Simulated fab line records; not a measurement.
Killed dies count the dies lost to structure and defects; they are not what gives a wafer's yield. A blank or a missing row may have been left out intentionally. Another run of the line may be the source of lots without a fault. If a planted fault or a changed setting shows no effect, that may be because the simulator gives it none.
Matching of chambers -- flow n5_finfet -- rie_diel-06 running N5_BEOL_M9_ETCH_62: 4 sister chambers
The step etches SOC in N2/H2, target depth 110 nm, overetch 22 nm, time 165 s. 4 wafers are shown with their chamber, then 7 later ones without.

WAFERS PAIRED WITH THEIR CHAMBERS
wafer,chamber,showerhead_plenum_p_Torr (Torr)
L443.6,3,2.45
L448.1,1,2.60
L449.2,0,2.60
L449.5,2,2.63

WAFERS WITHOUT THEIR CHAMBER
wafer,showerhead_plenum_p_Torr (Torr)
L449.6,2.45
L450.3,2.60
L450.4,2.63
L450.6,2.44
L452.2,2.63
L452.3,2.60
L452.6,2.59

THE CHAMBER EACH PASSED THROUGH
wafer,from the rows above,in truth
L449.6,3,3
L450.3,can't be placed: 0 or 1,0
L450.4,2,2
L450.6,3,3
L452.2,2,2
L452.3,can't be placed: 0 or 1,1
L452.6,can't be placed: 0 or 1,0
Placed correctly: 4 of 7. Can't be placed from these rows: 3 (the true chamber is among the candidates in 3). Placed wrongly: 0.
How it was worked out, from the rows above alone: a wafer's distance from a chamber is the root of the sum, over the readings, of the square of ((its reading less the chamber's mean) divided by the reading's scatter). The wafer belongs to the nearest chamber; if the next one is less than 2 further off, it can't be placed. Each chamber's mean is taken over the wafers shown for it. The scatter: root of mean squared gap, hidden wafer to nearest shown wafer, with one shown wafer a chamber.
